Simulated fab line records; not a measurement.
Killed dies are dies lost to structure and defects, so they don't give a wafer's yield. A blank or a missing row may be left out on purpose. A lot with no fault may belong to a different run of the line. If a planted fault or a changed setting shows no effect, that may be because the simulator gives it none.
Matching of chambers ; flow n5-finfet ; 4 sister chambers for N5_BEOL_M1_STRIP_19 on rie-diel-05
The step strips in O2. 4 wafers are shown with their chamber, then 11 later ones without.

WAFERS, EACH WITH ITS CHAMBER
wafer;chamber;drypump-motor-current-A (A)
L085.3;1;5.3
L085.6;3;5.9
L089.1;2;6.6
L092.1;0;6.6

WAFERS WHOSE CHAMBER IS MISSING
wafer;drypump-motor-current-A (A)
L092.2;5.8
L092.3;6.6
L092.4;5.3
L092.5;5.3
L092.6;6.6
L095.1;5.3
L095.2;6.6
L095.3;6.6
L095.4;5.8
L095.5;6.6
L095.6;5.8

EACH ONE'S CHAMBER
wafer;from the rows above;in truth
L092.2;3;3
L092.3;can't be placed: 0 or 2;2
L092.4;1;1
L092.5;1;1
L092.6;can't be placed: 0 or 2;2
L095.1;1;1
L095.2;can't be placed: 0 or 2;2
L095.3;can't be placed: 0 or 2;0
L095.4;3;3
L095.5;can't be placed: 0 or 2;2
L095.6;3;3
Correct placement for 6 of the 11. Cannot be placed on the basis of these rows: 5; the candidates contain the true chamber in 5. Placed wrongly: 0.
How it was worked out, from the rows above alone: a wafer's distance from a chamber is the root of the sum, over the readings, of the square of ((its reading less the chamber's mean) divided by the reading's scatter). The wafer belongs to the nearest chamber; if the next one is less than 2 further off, it can't be placed. For every chamber, the mean is computed from those of its wafers that are shown. The scatter: with one shown wafer a chamber, the root of the mean of the squares of how far each hidden wafer lies from its nearest shown one.
